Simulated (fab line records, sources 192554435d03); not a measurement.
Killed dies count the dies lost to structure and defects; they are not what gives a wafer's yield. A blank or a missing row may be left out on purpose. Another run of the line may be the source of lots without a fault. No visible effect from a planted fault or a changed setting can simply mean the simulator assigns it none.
Matching of chambers -- flow n5-finfet -- thermal-cvd-si-01 running N5_HKMG_FIN_CVD_62: 3 sister chambers
The step deposits a-Si from Si2H6, target thk 3 nm, time 20.8 s. 3 wafers are shown with their chamber, then 11 later ones without.

== WAFERS PAIRED WITH THEIR CHAMBERS ==
wafer,chamber,heater-power-w (W)
L085.3,2,1349
L088.1,0,1244
L091.1,1,1463

== WAFERS MISSING THEIR CHAMBER ==
wafer,heater-power-w (W)
L091.5,1264
L091.6,1388
L092.1,1480
L092.2,1294
L092.3,1426
L094.2,1443
L094.4,1477
L094.6,1259
L096.2,1443
L096.4,1373
L096.6,1297

== EACH ONE'S CHAMBER ==
wafer,from the rows above,in truth
L091.5,0,0
L091.6,can't be placed: 2 or 1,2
L092.1,1,1
L092.2,can't be placed: 0 or 2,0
L092.3,can't be placed: 1 or 2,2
L094.2,1,1
L094.4,1,1
L094.6,0,0
L096.2,1,1
L096.4,2,2
L096.6,can't be placed: 2 or 0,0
Correctly placed: 7 of 11. Can't be placed from these rows: 4 (the true chamber is among the candidates in 4). Wrongly placed: 0.
How it was worked out, from the rows above alone: a wafer's distance from a chamber is the root of the sum, over the readings, of the square of ((its reading less the chamber's mean) divided by the reading's scatter). The wafer belongs to the nearest chamber; if the next one is less than 2 further off, it can't be placed. For every chamber, the mean is computed from those of its wafers that are shown. The scatter (one wafer shown for each chamber): square how far every hidden wafer sits from the nearest shown wafer, average those squares and take the square root.
